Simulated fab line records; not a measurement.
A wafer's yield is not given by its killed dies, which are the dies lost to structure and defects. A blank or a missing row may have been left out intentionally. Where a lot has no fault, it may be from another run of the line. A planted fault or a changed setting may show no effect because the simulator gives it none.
A struck lot beside a sound one | flow n5Finfet | 22 steps out of a route of 1938
Sound: these wafers, L439.1, L439.3, L439.5. Struck: wafers L435.3, L435.5, L435.6. At the end, the cause is stated.
At each step with rows: each side's tool, then ch and its chambers, then its first start. Under that, the readings that differ: sound wafers | struck wafers | difference of the means | sigmas: that difference in standard deviations of wafers without a fault.
alike: a reading whose means differ by less than 2 such deviations, as well as words and numbers matching on both sides. not compared: withheld readings; readings where some wafer has no value; bounds like >300 that might hide an equal value; numbers whose values overlap and for which the record gives no deviation.
A row with sigmas, a row that says differs or no value, or rows on one side alone: a step with any of these is where the two part. Numbers that have no deviation but don't overlap get no sigmas and don't part them. Lack of a reading on every wafer of one side parts them only where that side has two or more wafers.

first, 8 steps without rows for these wafers: N5_BEOL_M9_DESCUM_16 (chemistry O2, time 7.9 s); N5_BEOL_M9_ETCH_61 (etches SiARC in CF4, target depth 39 nm, time 65 s); N5_BEOL_M9_ETCH_62 (etches SOC in N2/H2, target depth 110 nm, overetch 22 nm, time 165 s); N5_BEOL_M9_STRIP_68 (strips in N2/H2); N5_BEOL_M9_STRIP_67 (strips in CF4); N5_BEOL_M9_HM_OPEN_17 (chemistry Cl2/BCl3, target TiN, target depth 20 nm, overetch 6 nm); N5_BEOL_M9_STRIP_19 (strips in O2); N5_BEOL_M9_COAT_63 (time 60 s, resist thk 60 nm).
N5_BEOL_M9_COAT_64: time 60 s, resist thk 12 nm.
  sound on lithoTrack-01 ch 0, day 15 02:50; struck on lithoTrack-05 ch 0, day 14 11:29
reading            | sound                | struck               | difference | sigmas
spinSpeedRpm (rpm) | 1498.2 1499.4 1498.9 | 1574.1 1573.3 1572.3 | +74.4      | +68
  alike: heaterPowerTotalW, resistLineTempC
then, 9 steps without rows for these wafers: N5_BEOL_M9_COAT_75 (time 60 s, resist thk 5 nm); N5_BEOL_M9_COAT_22 (resist thk 30 nm); N5_BEOL_M9_EBR_24; N5_BEOL_M9_SOFTBAKE_23 (time 60 s); N5_BEOL_M9_EXPOSE_25 (exposes mask V8); N5_BEOL_M9_PEB_26 (peb time 60 s); N5_BEOL_M9_DEVELOP_27 (develop time 30 s); N5_BEOL_M9_DESCUM_33 (chemistry O2, time 7 s); N5_BEOL_M9_ETCH_76 (etches underlayer in N2/H2, target depth 6.5 nm, time 5.2 s).
N5_BEOL_M9_ETCH_65: etches SiARC in CF4, target depth 15.6 nm, time 26 s.
  sound on rieDiel-01 ch 0,1,3, day 15 03:29; struck on rieDiel-04 ch 1,2, day 14 12:21
reading                 | sound             | struck            | difference | sigmas
etchRfOnTimeS (s)       | 26.3 26.1 25.2    | 24.7 25.4 24.7    | -0.9       | -2
model.etch.depthNm (nm) | 12.03 12.05 12.02 | 11.78 11.78 11.78 | -0.25      | 
  alike: drypumpMotorCurrentA, oesProductAu, rfVppV, showerheadPlenumPTorr, throttleValvePct
  not compared: rfHoursCounterH, model.CAR-EUV_of_BEOL_M9_COAT_22.thkNm
N5_BEOL_M9_ETCH_66: etches SOC in N2/H2, target depth 80 nm, overetch 16 nm, time 120 s.
  sound on rieDiel-01 ch 0,1,3, day 15 03:31; struck on rieDiel-04 ch 1,2, day 14 12:23
reading             | sound          | struck         | difference | sigmas
oesProductAu (a.u.) | 0.54 0.55 0.59 | 0.75 0.55 0.74 | +0.12      | +2
  alike: drypumpMotorCurrentA, rfVppV, showerheadPlenumPTorr, throttleValvePct
  not compared: rfHoursCounterH, model.SiARC_of_BEOL_M9_COAT_64.thkNm
then, 2 steps without rows for these wafers: N5_BEOL_M9_STRIP_69 (strips in N2/H2); N5_PASSIVATION_PROBE_49.

== WHERE THEY PART ==
First at N5_BEOL_M9_COAT_64; last, within this record, at N5_BEOL_M9_ETCH_66.

WHY: what the simulator had put in
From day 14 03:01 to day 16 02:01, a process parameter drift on lithoTrack-05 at N5_BEOL_M9_COAT_64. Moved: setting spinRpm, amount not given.
